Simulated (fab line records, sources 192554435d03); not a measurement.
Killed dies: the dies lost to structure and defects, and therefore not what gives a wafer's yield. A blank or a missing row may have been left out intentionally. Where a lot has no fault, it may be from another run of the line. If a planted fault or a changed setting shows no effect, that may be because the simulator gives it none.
Problem report, 8D (eight disciplines) form, completed by code | flow n5 finfet | the parts of the form that need people (team, actions taken, sign-off) are left out
Where a reading is given only as a bound, like >300, the bound stands for it, and a mean or a difference that rests on one is marked > or <: the true number lies beyond.

== 1. THE ISSUE ==
raw defect count at N5_SD_EPI_N_INSPECT_26 reads a mean of 1107 on 9 wafers of 3 lots; wafers without a fault read 203 with a standard deviation of 45. That is +20 standard deviations from the usual mean.
The step: inspects for defects (darkfield).
First observed at day 7 00:40: wafer L591.1, on defect inspect-01. The record holds 24 wafers of 8 lots with a number at this step. By rule, "out" or "out of limits" means more than 4 standard deviations away from the usual mean. The other wafers with a number count as sound.

== 2. WHAT IT IS AND WHAT IT IS NOT ==
question                    | is                                   | is not
which readings at this step | raw defect count                     | -
which lots                  | L591, L592, L593                     | L584, L585, L588, L590, L599
which wafers of those lots  | all that have a number               | -
read on which gauges        | defect inspect-01, defect inspect-02 | -
when                        | from day 7 00:40                     | up to then (12 sound wafers); but 3 sound wafers of L599 came after

== 3. SUSPECTS, AND WHAT RULES EACH OUT ==
Counting: a tool at a process step up to the reading stays a suspect if it ran every lot that is out and no sound lot after the first of them.
- the gauge at N5_SD_EPI_N_INSPECT_26 is ruled out. The wafers that are out were read on 2 gauges (defect inspect-01, defect inspect-02).
- remote plasma-01 at N5_SD_EPI_N_PRECLEAN_49 (cleans in NF3:NH3, afs cycles 1, time 20 s, sublimation time 60 s): kept. All lots that are out passed through it, beginning with L591 at day 7 00:02, and no sound lot followed; its final sound lot before that point was L588 at day 6 10:45.
Left after counting: remote plasma-01 at N5_SD_EPI_N_PRECLEAN_49.

== 4. THE CAUSE (what the simulator had put in) ==
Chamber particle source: remote plasma-01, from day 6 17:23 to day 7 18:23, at N5_SD_EPI_N_PRECLEAN_49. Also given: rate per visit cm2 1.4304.
The count eliminated every tool but this one.

== 5. THE EFFECT CHAIN, in route order ==
Each row: a reading where the mean over the struck wafers with a number is more than 3 standard deviations away from the usual. Readings are gone through only where the record gives a usual standard deviation; hours: the median, over the lots, of the time from a lot's start at the first step in this table giving one to that lot's start at this step; sigmas: the change measured in usual standard deviations.
hours | step                    | reading              | usual  | on struck wafers | change | sigmas
0     | N5_SD_EPI_N_INSPECT_26  | raw defect count     | 203    | 1107             | +904   | +20
0     | N5_SD_EPI_P_INSPECT_11  | raw defect count     | 2.0    | >300             | >+298  | +99 or more
217   | N5_PASSIVATION_PROBE_49 | defect limited yield | 91.4 % | 84.1             | -7.3   | -5.2
217   | N5_PASSIVATION_PROBE_49 | killed at front end  | 39     | 129              | +90    | +9.0
217   | N5_PASSIVATION_PROBE_49 | killed dies          | 101    | 188              | +87    | +5.4
217   | N5_PASSIVATION_PROBE_49 | sort_bin_5_function  | 5.1 %  | 9.6              | +4.5   | +5.1
217   | N5_PASSIVATION_PROBE_49 | sort n pass          | 1079   | 992              | -87    | -5.4
217   | N5_PASSIVATION_PROBE_49 | sort yield pct       | 91.4 % | 84.1             | -7.3   | -5.2
Process steps it contains:
- N5_PASSIVATION_PROBE_49
At these later measuring or inspecting steps, every struck wafer for which the step has a row has a number for every such reading, and none has moved that far: N5_BEOL_M4_RC_MEAS_101.

== 6. HOW IT WOULD HAVE BEEN CAUGHT EARLIER ==
The first out-of-limits reading at a measuring or inspecting step in this record came at day 7 00:40, 7 hours after the fault's start at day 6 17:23.
No tool reading at N5_SD_EPI_N_PRECLEAN_49 that has a usual standard deviation in the record was out on any struck wafer, so an alarm limit of 4 standard deviations on those readings would not have fired.
Of the lots that are out (3), L592, L593 began N5_SD_EPI_N_PRECLEAN_49 on remote plasma-01 after day 7 00:40. A hold on the tool at that time would have spared those 2.
